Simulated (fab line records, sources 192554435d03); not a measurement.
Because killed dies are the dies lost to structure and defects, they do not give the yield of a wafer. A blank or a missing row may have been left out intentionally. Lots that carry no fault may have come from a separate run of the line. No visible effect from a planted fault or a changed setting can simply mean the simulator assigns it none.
fab line records	flow n5_finfet
[record] lots = 10	wafers = 30	last_day = 18
route steps=1938 shown BEOL_M7@1296 PASSIVATION@1936
lots that met no fault: from a run of the same line without faults
start_h: start of the lot's first displayed wafer, in hours after the record's first day	wait_h: time in hours since the lot's previous step	" unchanged from the row above	L1.1+2: one row covering several wafers at once	- value missing, or start not given	* or withheld: withheld	< > ~ a bound
route shown NAME@n: NAME is a module with steps in the file, n the number in the route of the first one	usual: mean/standard deviation of fault-free wafers	same: alike in all rows	chamber/n: place in a boat	sites: per-site readings	_std_site: the standard deviation of these	_edge_site: the outer-site mean with the inner-site mean subtracted	radius_mm: for every site, how far away it sits from the centre of the wafer	mask NAME#n: copy n	behind: the last tool/chamber to shape the wafer	hold: what put the lot on hold/how long, in hours/how the hold closed	device: names the non-switching transistor (n, p or np)	end of line: at the end of the route, the tests of the same wafers	a step without rows: its recipe alone	killed: the dies lost at the first sort to structure and to defects; this is not the yield of the wafer	map: dies across one wafer; x = killed, . = not, _ = none there
set.NAME: the run value of the setting; set.NAME@STEP: its run value at that earlier step	model.NAME: the simulator's own value behind a step, which no gauge read
a sample of lots followed through the steps of the route, with each step as a table and each wafer as a row
services: from which hour (start_h, from the record's first day; less than 0 if before it) a tool's chamber was out of use, for how many hours, and why
[[steps]]
[step N5_BEOL_M7_CD_MEAS_28]
[recipe] target_cd_nm = 40	landing_energy_ev = 500	detector = se_inlens
[usual] cd_nm = 39.97/0.26
lot.wafer	tool	chamber	start_h	wait_h	cd_nm
L785.2	cd_sem-01	0	210.70	-	39.87
L785.3	"	0	"	"	40.12
L785.5	"	0	"	"	39.48
L788.1	cd_sem-02	0	229.67	-	39.98
L788.4	"	0	"	"	39.90
L788.6	"	0	"	"	40.13
L792.1	cd_sem-01	0	255.67	-	40.10
L792.5	"	0	"	"	40.04
L792.6	"	0	"	"	39.85
L789.2	cd_sem-02	0	259.47	-	39.95
L789.3	"	0	"	"	40.18
L789.4	"	0	"	"	40.01
L797.1	cd_sem-02	0	292.67	-	40.34
L797.4	"	0	"	"	40.06
L797.5	"	0	"	"	39.43
L802.4	cd_sem-02	0	308.19	-	39.96
L802.5	"	0	"	"	40.02
L802.6	"	0	"	"	39.99
L801.1	cd_sem-02	0	311.07	-	39.72
L801.5	"	0	"	"	39.44
L801.6	"	0	"	"	39.84
L804.2	cd_sem-01	0	330.55	-	40.08
L804.4	"	0	"	"	40.33
L804.6	"	0	"	"	40.18
L805.1	cd_sem-02	0	339.68	-	39.74
L805.4	"	0	"	"	40.55
L805.5	"	0	"	"	40.15
L807.4	cd_sem-03	0	342.12	-	39.93
L807.5	"	0	"	"	40.18
L807.6	"	0	"	"	40.03
[step N5_BEOL_M7_OVL_MEAS_29]
[recipe] points_per_wafer = 522
[usual] V6_OVL = -0.6/0.64
lot.wafer	tool	chamber	start_h	wait_h	V6_OVL[nm]
L785.2	overlay-02	0	210.73	0.0	-0.8
L785.3	"	0	"	"	-1.0
L785.5	"	0	"	"	-0.6
L788.1	overlay-01	0	229.70	0.0	-0.5
L788.4	"	0	"	"	0.1
L788.6	"	0	"	"	-0.5
L792.1	overlay-01	0	255.71	0.0	-0.6
L792.5	"	0	"	"	-1.2
L792.6	"	0	"	"	-0.7
L789.2	overlay-01	0	259.50	0.0	0.5
L789.3	"	0	"	"	-0.4
L789.4	"	0	"	"	-0.5
L797.1	overlay-01	0	292.70	0.0	-1.1
L797.4	"	0	"	"	-0.8
L797.5	"	0	"	"	-1.0
L802.4	overlay-01	0	308.24	0.0	0.1
L802.5	"	0	"	"	-0.1
L802.6	"	0	"	"	-0.7
L801.1	overlay-01	0	311.10	0.0	-0.8
L801.5	"	0	"	"	-0.3
L801.6	"	0	"	"	-1.4
L804.2	overlay-01	0	330.59	0.0	-0.8
L804.4	"	0	"	"	-1.3
L804.6	"	0	"	"	-0.5
L805.1	overlay-02	0	339.71	0.0	0.4
L805.4	"	0	"	"	0.7
L805.5	"	0	"	"	-1.2
L807.4	overlay-02	0	342.16	0.0	-1.3
L807.5	"	0	"	"	-1.1
L807.6	"	0	"	"	-1.4
[step N5_BEOL_M7_ETCH_65]
[recipe] chemistry = CF4	target = SiARC	target_depth_a = 156	mask_material = CAR-EUV	time_s = 26	ion_energy_ev = 80	pressure_mtorr = 40	source_w = 545	bias_w = 36	Ar_flow_sccm = 100	cf4_flow_sccm = 100	ends = cleared
[usual] bias_w = 36.00/0.11	drypump_motor_current_A = 5.8/0.39	etch_rf_on_time_s = 26.5/0.9	oes_product_au = 0.65/0.078	rf_vpp_V = 184.1/1.1	showerhead_plenum_p_Torr = 2.14/0.059	throttle_valve_pct = 15.69/0.3
lot.wafer	tool	chamber	start_h	wait_h	bias_w	drypump_motor_current_A	etch_rf_on_time_s	oes_product_au	rf_hours_counter_h	rf_vpp_V	showerhead_plenum_p_Torr	throttle_valve_pct
L785.2	rie_diel-04	0	210.87	0.0	36.05	6.1	26.9	0.71	77	184.8	2.17	15.21
L785.3	"	2	"	"	35.99	6.5	25.5	0.58	244	186.5	2.18	15.94
L785.5	"	1	"	"	35.83	6.3	27.0	0.62	-	184.4	2.23	15.63
L788.1	rie_diel-04	2	229.88	0.0	36.14	6.3	25.6	0.58	249	183.4	2.18	15.96
L788.4	"	1	"	"	35.99	6.3	27.0	0.61	160	183.6	2.23	15.64
L788.6	"	3	"	"	36.06	5.4	26.4	0.62	-	184.8	2.20	15.95
L792.1	rie_diel-04	0	255.85	0.0	36.08	6.1	26.6	0.70	88	184.6	2.16	15.23
L792.5	"	0	"	"	35.97	6.1	26.5	0.71	-	183.7	2.16	15.21
L792.6	"	1	"	"	35.93	6.3	26.6	0.62	-	185.3	2.22	15.64
L789.2	rie_diel-03	2	259.99	0.0	35.94	5.7	24.8	0.70	95	184.3	2.09	15.49
L789.3	"	1	"	"	35.93	5.7	27.6	0.57	223	183.4	2.21	15.86
L789.4	"	0	"	"	35.99	6.2	25.5	0.84	3	184.9	2.18	15.50
L797.1	rie_diel-03	2	292.87	0.0	36.07	5.7	25.2	0.68	105	182.0	2.09	15.52
L797.4	"	0	"	"	36.27	6.2	25.4	0.81	12	186.3	2.18	15.52
L797.5	"	1	"	"	35.82	5.7	27.7	0.57	-	184.2	2.21	15.88
L802.4	rie_diel-06	3	308.37	0.0	35.97	6.0	27.2	0.58	238	183.4	2.02	15.98
L802.5	"	1	"	"	36.05	5.3	27.7	0.60	-	184.5	2.14	15.71
L802.6	"	0	"	"	36.16	5.4	26.1	0.59	-	182.5	2.12	16.15
L801.1	rie_diel-06	3	311.33	0.0	36.03	6.0	26.7	0.57	240	182.3	2.02	15.99
L801.5	"	0	"	"	36.10	5.4	25.8	0.59	-	183.8	2.12	16.15
L801.6	"	3	"	"	36.21	6.0	26.9	0.58	-	181.8	2.02	15.98
L804.2	rie_diel-06	0	331.06	0.0	36.21	5.4	25.6	0.59	235	184.0	2.12	16.16
L804.4	"	3	"	"	36.05	6.0	27.1	0.57	246	182.7	2.02	15.99
L804.6	"	0	"	"	36.12	5.4	25.9	0.59	-	184.9	2.12	16.18
L805.1	rie_diel-04	2	340.01	0.0	36.08	6.4	25.4	0.79	25	184.4	2.17	15.48
L805.4	"	3	"	"	36.06	5.3	26.9	0.60	234	186.2	2.19	16.01
L805.5	"	0	"	"	35.79	6.1	27.1	0.67	-	184.5	2.15	15.28
L807.4	rie_diel-06	1	342.49	0.0	36.16	5.3	27.4	0.61	189	183.5	2.13	15.72
L807.5	"	3	"	"	35.89	6.0	27.2	0.57	-	182.5	2.02	16.00
L807.6	"	0	"	"	36.12	5.4	25.9	0.59	-	183.0	2.12	16.17
[step N5_BEOL_M7_ETCH_66]
[recipe] chemistry = N2/H2	target = SOC	target_depth_a = 800	overetch_a = 160	mask_material = SiARC	temp_c = 40	time_s = 120	ion_energy_ev = 200	pressure_mtorr = 30	source_w = 840	bias_w = 150	n2_flow_sccm = 200	h2_flow_sccm = 200
[usual] bias_w = 150.0/0.46	drypump_motor_current_A = 5.8/0.39	oes_product_au = 0.59/0.065	rf_vpp_V = 523.9/2.3	showerhead_plenum_p_Torr = 2.55/0.076	throttle_valve_pct = 17.89/0.28
lot.wafer	tool	chamber	start_h	wait_h	bias_w	drypump_motor_current_A	oes_product_au	rf_hours_counter_h	rf_vpp_V	showerhead_plenum_p_Torr	throttle_valve_pct
L785.2	rie_diel-04	0	210.90	0.0	149.9	6.1	0.64	77	524.3	2.59	17.48
L785.3	"	2	"	"	149.6	6.4	0.52	244	526.9	2.62	18.23
L785.5	"	1	"	"	149.8	6.3	0.57	-	526.3	2.64	17.66
L788.1	rie_diel-04	2	229.91	0.0	144.8	6.4	0.52	249	513.1	2.62	18.25
L788.4	"	1	"	"	144.0	6.3	0.57	160	513.7	2.64	17.68
L788.6	"	3	"	"	143.9	5.4	0.56	-	513.1	2.63	18.17
L792.1	rie_diel-04	0	255.88	0.0	144.2	6.1	0.65	88	510.5	2.58	17.50
L792.5	"	0	"	"	144.1	6.1	0.65	-	511.4	2.58	17.49
L792.6	"	1	"	"	144.7	6.3	0.57	-	515.2	2.63	17.71
L789.2	rie_diel-03	2	260.02	0.0	150.3	5.7	0.61	95	520.8	2.46	17.59
L789.3	"	1	"	"	149.8	5.7	0.52	223	525.7	2.63	18.04
L789.4	"	0	"	"	151.0	6.2	0.74	3	526.7	2.61	17.80
L797.1	rie_diel-03	2	292.89	0.0	150.1	5.7	0.60	105	520.6	2.45	17.59
L797.4	"	0	"	"	150.0	6.2	0.71	12	525.2	2.61	17.82
L797.5	"	1	"	"	149.6	5.7	0.52	-	525.3	2.62	18.05
L802.4	rie_diel-06	3	308.40	0.0	150.1	6.0	0.53	238	520.4	2.41	18.20
L802.5	"	1	"	"	149.8	5.4	0.55	-	523.2	2.53	18.02
L802.6	"	0	"	"	149.0	5.3	0.53	-	523.0	2.50	18.21
L801.1	rie_diel-06	3	311.36	0.0	150.1	5.9	0.53	240	518.7	2.41	18.20
L801.5	"	0	"	"	149.6	5.4	0.53	-	521.1	2.50	18.23
L801.6	"	3	"	"	149.6	6.0	0.52	-	520.5	2.41	18.19
L804.2	rie_diel-06	0	331.09	0.0	150.2	5.4	0.52	235	522.0	2.50	18.22
L804.4	"	3	"	"	150.6	6.0	0.52	246	520.3	2.41	18.19
L804.6	"	0	"	"	149.6	5.4	0.53	-	521.1	2.50	18.24
L805.1	rie_diel-04	2	340.04	0.0	150.3	6.4	0.69	25	525.0	2.61	17.83
L805.4	"	3	"	"	150.8	5.4	0.54	234	526.1	2.62	18.23
L805.5	"	0	"	"	150.1	6.1	0.61	-	524.0	2.57	17.55
L807.4	rie_diel-06	1	342.52	0.0	150.4	5.3	0.55	189	521.9	2.53	18.01
L807.5	"	3	"	"	150.1	6.0	0.52	-	520.4	2.41	18.21
L807.6	"	0	"	"	150.2	5.4	0.52	-	522.8	2.49	18.24
[step N5_PASSIVATION_PROBE_49]
[usual] defect_limited_yield = 91.2/1.5	killed_at_M0_to_M3 = 33/9.6	killed_at_M4_up = 14/5.6	killed_at_contacts = 14/5.5	killed_at_front_end = 40/13	killed_at_other = 4/3	killed_dies = 104/17	killed_on_rim = 14/4.3	killed_open = 68/13	killed_short = 33/7.2	sort_bin_5_function = 5.2/0.95	sort_bin_6_memory = 3.3/0.62	sort_bin_8_speed = 0.00/0.012	sort_n_pass = 1076/17	sort_yield_pct = 91.2/1.5
[same] gross_dies = 1180	killed_at_back_side = 0	sort_bin_4_leakage[%] = 0
lot.wafer	tool	chamber	start_h	wait_h	defect_limited_yield[%]	killed_at_M0_to_M3	killed_at_M4_up	killed_at_contacts	killed_at_front_end	killed_at_other	killed_dies	killed_on_rim	killed_open	killed_short	sort_bin_5_function[%]	sort_bin_6_memory[%]	sort_bin_8_speed[%]	sort_n_pass	sort_yield_pct[%]
L785.2	prober-02	-	299.19	0.1	93.0	24	10	20	23	6	83	9	58	20	4.0	2.8	0	1097	93.0
L785.3	prober-02	-	299.24	0.1	93.3	27	17	10	23	2	79	10	55	21	4.3	1.9	0	1101	93.3
L785.5	prober-02	-	299.34	0.2	93.0	29	8	15	29	2	83	14	54	29	4.3	2.4	0	1097	93.0
L788.1	prober-01	-	315.08	0.0	91.1	24	17	5	57	2	105	10	73	28	5.3	3.2	0	1075	91.1
L788.4	prober-01	-	315.23	0.2	88.8	40	17	16	57	2	132	18	87	41	7.6	3.2	0	1048	88.8
L788.6	prober-01	-	315.33	0.3	88.5	63	19	5	47	2	136	16	99	30	6.4	4.3	0	1044	88.5
L792.1	prober-02	-	331.90	0.0	91.5	41	18	7	34	0	100	11	68	30	5.2	3.1	0	1080	91.5
L792.5	prober-02	-	332.10	0.2	92.8	23	10	13	37	2	85	13	48	33	4.2	2.8	0	1095	92.8
L792.6	prober-02	-	332.15	0.3	89.8	54	21	8	35	2	120	10	73	44	5.9	3.6	0	1060	89.8
L789.2	prober-01	-	337.64	0.1	92.2	18	16	24	32	2	92	14	66	25	4.9	2.7	0	1088	92.2
L789.3	prober-01	-	337.69	0.1	90.4	29	17	24	36	7	113	12	72	38	5.3	3.6	0	1067	90.4
L789.4	prober-01	-	337.74	0.2	89.3	33	11	25	44	13	126	16	82	42	6.2	4.1	0	1054	89.3
L797.1	prober-01	-	372.57	0.0	90.7	36	8	11	47	8	110	15	68	36	5.6	3.1	0	1070	90.7
L797.4	prober-01	-	372.72	0.2	91.0	19	11	13	54	9	106	19	62	38	5.3	3.3	0	1074	91.0
L797.5	prober-01	-	372.77	0.2	90.7	24	9	13	50	14	110	15	69	31	5.3	3.5	0	1070	90.7
L802.4	prober-01	-	393.99	0.2	90.1	38	16	13	50	0	117	18	68	46	6.3	3.3	0	1063	90.1
L802.5	prober-01	-	394.04	0.2	89.2	63	12	12	37	3	127	11	86	40	6.3	4.1	0	1053	89.2
L802.6	prober-01	-	394.09	0.3	91.0	37	7	21	41	0	106	9	63	37	5.6	2.7	0	1074	91.0
L801.1	prober-02	-	397.74	0.0	87.9	34	25	9	68	7	143	14	99	42	7.6	4.1	0	1037	87.9
L801.5	prober-02	-	397.94	0.2	88.7	34	25	7	61	6	133	20	80	49	6.4	3.8	0	1047	88.7
L801.6	prober-02	-	397.99	0.3	90.8	43	13	7	45	1	109	13	74	32	5.3	3.3	0	1071	90.8
L804.2	prober-02	-	409.54	0.1	90.8	43	3	15	46	2	109	11	75	29	4.5	4.0	0	1071	90.8
L804.4	prober-02	-	409.64	0.2	87.6	53	16	15	62	0	146	20	103	41	7.1	4.8	0	1034	87.6
L804.6	prober-02	-	409.74	0.3	91.6	30	12	14	41	2	99	9	63	33	4.6	3.7	0	1081	91.6
L805.1	prober-02	-	426.33	0.0	92.0	18	23	2	49	2	94	11	58	28	5.1	2.4	0	1086	92.0
L805.4	prober-02	-	426.48	0.2	90.7	36	10	6	53	5	110	22	69	37	5.3	3.5	0	1070	90.7
L805.5	prober-02	-	426.53	0.2	92.5	35	2	5	44	2	88	9	54	31	4.4	2.8	0.08	1091	92.5
L807.4	prober-01	-	429.20	0.2	93.9	29	10	11	17	5	72	7	41	31	3.5	2.5	0	1108	93.9
L807.5	prober-01	-	429.25	0.2	91.9	40	12	11	23	9	95	11	53	40	5.3	2.3	0	1085	91.9
L807.6	prober-01	-	429.30	0.3	93.0	37	6	7	31	2	83	14	57	24	4.1	2.5	0	1097	93.0
// killed by level:class
L785.2 MOL_CONTACT_COAG:geometric_particle:open=13 BEOL_M3:geometric_particle:open=10 STI_FIN_REVEAL:geometric_particle:open=7 MOL_CONTACT_COAG:geometric_particle:short=5 BEOL_M0_SAQP:geometric_particle:open=4 BEOL_M4:geometric_particle:open=3 SPACER0:geometric_particle:open=3 GATE_CUT:geometric_particle:short=3
L785.3 BEOL_M0_SAQP:geometric_particle:open=8 BEOL_M3:geometric_particle:open=7 MOL_CONTACT_COAG:geometric_particle:open=7 BEOL_M4:geometric_particle:open=6 BEOL_M1:geometric_particle:open=4 STI_FIN_REVEAL:geometric_particle:open=3 DUMMY_GATE:geometric_particle:short=3 SDB:geometric_particle:short=3
L785.5 MOL_CONTACT_COAG:geometric_particle:open=12 BEOL_M0_SAQP:geometric_particle:open=9 DUMMY_GATE:geometric_particle:open=8 BEOL_M2:geometric_particle:open=6 BEOL_M0_SAQP:geometric_particle:short=6 BEOL_M8:geometric_particle:open=4 FIN_SAQP:geometric_particle:open=3 DUMMY_GATE:geometric_particle:short=3
L788.1 STI_FIN_REVEAL:geometric_particle:open=16 BEOL_M4:geometric_particle:open=10 DUMMY_GATE:geometric_particle:open=8 FIN_SAQP:geometric_particle:open=7 BEOL_M0_SAQP:geometric_particle:open=6 STARTING-WAFER:geometric_particle:open=6 STI_FIN_REVEAL:geometric_particle:short=5 BEOL_M1:geometric_particle:open=5
L788.4 FIN_SAQP:geometric_particle:open=17 BEOL_M2:geometric_particle:open=15 FIN_SAQP:geometric_particle:short=12 MOL_CONTACT_COAG:geometric_particle:open=11 STI_FIN_REVEAL:geometric_particle:open=9 BEOL_M0_SAQP:geometric_particle:short=9 BEOL_M4:geometric_particle:open=7 BEOL_M0_SAQP:geometric_particle:open=6
L788.6 STI_FIN_REVEAL:geometric_particle:open=17 BEOL_M1:geometric_particle:open=16 FIN_SAQP:geometric_particle:open=11 BEOL_M0_SAQP:geometric_particle:short=11 BEOL_M0_SAQP:geometric_particle:open=11 BEOL_M4:geometric_particle:open=10 BEOL_M2:geometric_particle:open=10 BEOL_M3:geometric_particle:open=6
L792.1 BEOL_M2:geometric_particle:open=12 STI_FIN_REVEAL:geometric_particle:open=9 BEOL_M4:geometric_particle:open=8 FIN_SAQP:geometric_particle:short=7 BEOL_M1:geometric_particle:open=7 MOL_CONTACT_COAG:geometric_particle:open=6 BEOL_M0_SAQP:geometric_particle:short=6 ILD0:geometric_particle:short=5
L792.5 FIN_SAQP:geometric_particle:short=13 MOL_CONTACT_COAG:geometric_particle:open=12 BEOL_M0:geometric_particle:open=5 FIN_SAQP:geometric_particle:open=4 BEOL_M2:geometric_particle:short=4 STI_FIN_REVEAL:geometric_particle:open=4 ILD0:geometric_particle:short=4 BEOL_M0_SAQP:geometric_particle:short=4
L792.6 BEOL_M2:geometric_particle:open=14 BEOL_M0_SAQP:geometric_particle:short=13 BEOL_M0_SAQP:geometric_particle:open=10 FIN_SAQP:geometric_particle:short=9 BEOL_M3:geometric_particle:open=7 BEOL_M4:geometric_particle:open=7 BEOL_M2:geometric_particle:short=6 ILD0:geometric_particle:short=5
L789.2 MOL_CONTACT_COAG:geometric_particle:open=19 STI_FIN_REVEAL:geometric_particle:open=13 FIN_SAQP:geometric_particle:open=7 BEOL_M4:geometric_particle:open=7 MOL_CONTACT_COAG:geometric_particle:short=5 BEOL_M5:geometric_particle:open=5 GATE_CUT:geometric_particle:short=3 BEOL_M0_SAQP:geometric_particle:short=3
L789.3 MOL_CONTACT_COAG:geometric_particle:open=19 FIN_SAQP:geometric_particle:open=9 FIN_SAQP:geometric_particle:short=7 BEOL_M0_SAQP:geometric_particle:short=6 BEOL_M3:geometric_particle:open=6 DUMMY_GATE:geometric_particle:open=5 MOL_CONTACT_COAG:geometric_particle:short=5 BEOL_M0_SAQP:geometric_particle:open=5
L789.4 MOL_CONTACT_COAG:geometric_particle:open=20 STI_FIN_REVEAL:geometric_particle:open=16 BEOL_M0_SAQP:geometric_particle:open=10 FIN_SAQP:geometric_particle:open=5 FIN_SAQP:geometric_particle:short=5 MOL_CONTACT_COAG:geometric_particle:short=5 BEOL_M1:geometric_particle:short=5 BEOL_M3:geometric_particle:open=5
L797.1 FIN_SAQP:geometric_particle:open=13 BEOL_M0_SAQP:geometric_particle:open=13 FIN_SAQP:geometric_particle:short=10 STI_FIN_REVEAL:geometric_particle:open=9 BEOL_M0_SAQP:geometric_particle:short=9 MOL_CONTACT_COAG:geometric_particle:open=8 BEOL_M2:geometric_particle:open=6 PASS1_DEP:geometric_particle:open=4
L797.4 STI_FIN_REVEAL:geometric_particle:open=11 FIN_SAQP:geometric_particle:open=10 MOL_CONTACT_COAG:geometric_particle:open=9 FIN_SAQP:geometric_particle:short=6 ILD0:geometric_particle:short=6 GATE_CUT:geometric_particle:open=6 BEOL_M2:geometric_particle:open=6 BEOL_M0_SAQP:geometric_particle:open=4
L797.5 STI_FIN_REVEAL:geometric_particle:open=18 MOL_CONTACT_COAG:geometric_particle:open=13 FIN_SAQP:geometric_particle:short=8 FIN_SAQP:geometric_particle:open=6 BEOL_M3:geometric_particle:open=6 STARTING-WAFER:geometric_particle:short=5 BEOL_M2:geometric_particle:open=4 PASS1_CAP:geometric_particle:short=4
L802.4 BEOL_M0_SAQP:geometric_particle:short=12 STI_FIN_REVEAL:geometric_particle:open=11 MOL_CONTACT_COAG:geometric_particle:open=11 FIN_SAQP:geometric_particle:short=8 BEOL_M4:geometric_particle:open=8 BEOL_M2:geometric_particle:open=6 GATE_CUT:geometric_particle:short=5 GATE_CUT:geometric_particle:open=5
L802.5 BEOL_M0_SAQP:geometric_particle:open=22 BEOL_M0_SAQP:geometric_particle:short=17 BEOL_M2:geometric_particle:open=13 MOL_CONTACT_COAG:geometric_particle:open=10 FIN_SAQP:geometric_particle:short=8 BEOL_M4:geometric_particle:open=7 STI_FIN_REVEAL:geometric_particle:open=6 DUMMY_GATE:geometric_particle:open=6
L802.6 MOL_CONTACT_COAG:geometric_particle:open=17 BEOL_M0_SAQP:geometric_particle:short=12 BEOL_M0_SAQP:geometric_particle:open=9 BEOL_M2:geometric_particle:open=6 STI_FIN_REVEAL:geometric_particle:open=6 GATE_CUT:geometric_particle:short=6 DUMMY_GATE:geometric_particle:open=5 HKMG_FIN:area_etch=5
L801.1 STI_FIN_REVEAL:geometric_particle:open=18 FIN_SAQP:geometric_particle:open=15 BEOL_M4:geometric_particle:open=12 BEOL_M2:geometric_particle:open=11 FIN_SAQP:geometric_particle:short=8 DUMMY_GATE:geometric_particle:open=8 BEOL_M0_SAQP:geometric_particle:open=8 GATE_CUT:geometric_particle:open=7
L801.5 FIN_SAQP:geometric_particle:open=24 FIN_SAQP:geometric_particle:short=16 BEOL_M4:geometric_particle:open=12 BEOL_M0_SAQP:geometric_particle:short=8 BEOL_M1:geometric_particle:open=6 BEOL_M2:geometric_particle:open=6 BEOL_M4:geometric_particle:short=5 BEOL_M0_SAQP:geometric_particle:open=5
L801.6 FIN_SAQP:geometric_particle:open=13 BEOL_M0_SAQP:geometric_particle:short=12 BEOL_M4:geometric_particle:open=10 BEOL_M0_SAQP:geometric_particle:open=9 STI_FIN_REVEAL:geometric_particle:open=7 BEOL_M2:geometric_particle:open=7 MOL_CONTACT_COAG:geometric_particle:open=6 FIN_SAQP:geometric_particle:short=5
L804.2 STI_FIN_REVEAL:geometric_particle:open=19 MOL_CONTACT_COAG:geometric_particle:open=14 BEOL_M3:geometric_particle:open=9 BEOL_M0_SAQP:geometric_particle:open=8 BEOL_M2:geometric_particle:open=6 BEOL_M0_SAQP:geometric_particle:short=6 FIN_SAQP:geometric_particle:open=5 BEOL_M3:geometric_particle:short=5
L804.4 STI_FIN_REVEAL:geometric_particle:open=34 MOL_CONTACT_COAG:geometric_particle:open=13 BEOL_M2:geometric_particle:open=12 BEOL_M3:geometric_particle:open=11 BEOL_M0_SAQP:geometric_particle:short=10 FIN_SAQP:geometric_particle:open=8 BEOL_M0_SAQP:geometric_particle:open=8 STI_FIN_REVEAL:geometric_particle:short=7
L804.6 MOL_CONTACT_COAG:geometric_particle:open=11 STI_FIN_REVEAL:geometric_particle:open=9 BEOL_M3:geometric_particle:open=8 FIN_SAQP:geometric_particle:open=7 STI_FIN_REVEAL:geometric_particle:short=6 BEOL_M2:geometric_particle:open=6 BEOL_M4:geometric_particle:open=6 FIN_SAQP:geometric_particle:short=5
L805.1 FIN_SAQP:geometric_particle:open=8 DUMMY_GATE:geometric_particle:open=8 BEOL_M4:geometric_particle:open=8 STI_FIN_REVEAL:geometric_particle:open=7 GATE_CUT:geometric_particle:short=7 BEOL_M3:geometric_particle:open=5 BEOL_M8:geometric_particle:open=5 BEOL_M0_SAQP:geometric_particle:short=4
L805.4 BEOL_M2:geometric_particle:open=13 FIN_SAQP:geometric_particle:open=12 FIN_SAQP:geometric_particle:short=10 STI_FIN_REVEAL:geometric_particle:open=9 DUMMY_GATE:geometric_particle:open=8 BEOL_M3:geometric_particle:open=7 MOL_CONTACT_COAG:geometric_particle:open=6 BEOL_M0_SAQP:geometric_particle:short=5
L805.5 STI_FIN_REVEAL:geometric_particle:open=13 FIN_SAQP:geometric_particle:open=9 BEOL_M3:geometric_particle:open=8 BEOL_M0_SAQP:geometric_particle:short=8 STI_FIN_REVEAL:geometric_particle:short=5 BEOL_M0_SAQP:geometric_particle:open=5 BEOL_M1:geometric_particle:open=5 FIN_SAQP:geometric_particle:short=4
L807.4 BEOL_M0_SAQP:geometric_particle:open=8 BEOL_M0_SAQP:geometric_particle:short=6 MOL_CONTACT_COAG:geometric_particle:open=6 MOL_CONTACT_COAG:geometric_particle:short=5 BEOL_M2:geometric_particle:open=5 GATE_CUT:geometric_particle:short=3 BEOL_M0:geometric_particle:open=3 BEOL_M1:geometric_particle:open=3
L807.5 BEOL_M0_SAQP:geometric_particle:short=18 MOL_CONTACT_COAG:geometric_particle:open=7 BEOL_M2:geometric_particle:open=7 DUMMY_GATE:geometric_particle:open=5 BEOL_M0_SAQP:geometric_particle:open=5 BEOL_M4:geometric_particle:open=5 MIM_TOP_ETCH:geometric_particle:short=4 FIN_SAQP:geometric_particle:short=3
L807.6 FIN_SAQP:geometric_particle:open=11 BEOL_M0_SAQP:geometric_particle:open=9 BEOL_M1:geometric_particle:open=8 FIN_SAQP:geometric_particle:short=7 BEOL_M2:geometric_particle:open=7 MOL_CONTACT_COAG:geometric_particle:open=6 BEOL_M0_SAQP:geometric_particle:short=5 BEOL_M3:geometric_particle:open=4
[[services]]
tool	chamber	start_h	hours	kind
rie_diel-06	0	211.47	8.5	repair
rie_diel-03	0	224.48	-	clean
rie_diel-03	0	224.48	-	consumable_replace:focus_ring
rie_diel-03	0	224.48	20.7	scheduled_down
rie_diel-03	0	224.48	20.7	vent_cycle
rie_diel-04	2	234.06	-	clean
rie_diel-04	2	234.06	-	consumable_replace:focus_ring
rie_diel-04	2	234.06	14.5	scheduled_down
rie_diel-04	2	234.06	14.5	vent_cycle
rie_diel-03	-	272.06	0.8	repair
rie_diel-03	3	317.24	8.8	repair
rie_diel-04	3	334.18	5.4	repair
[[key]]
[first_sign] step = N5_BEOL_M7_ETCH_66	reading = bias_w	direction = down	sigmas = 12	usual = *	struck = *
[effect] step = N5_BEOL_M7_ETCH_66	reading = rf_vpp_V	direction = down	sigmas = 4.8	usual = 523.9	struck = 512.8
met_at N5_BEOL_M7_ETCH_66
struck_lots L788,L792
not_acting_at N5_BEOL_M7_CD_MEAS_28,N5_BEOL_M7_OVL_MEAS_29,N5_BEOL_M7_ETCH_65
onset_between 210.90 229.91
[fault] kind = process_parameter_drift	tool = rie_diel-04	chamber = -	onset_h = 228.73	steps = N5_BEOL_M7_ETCH_66	channel = bias_w	offset = *	shape = step	end_h = 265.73	acts_in = *	stated = *
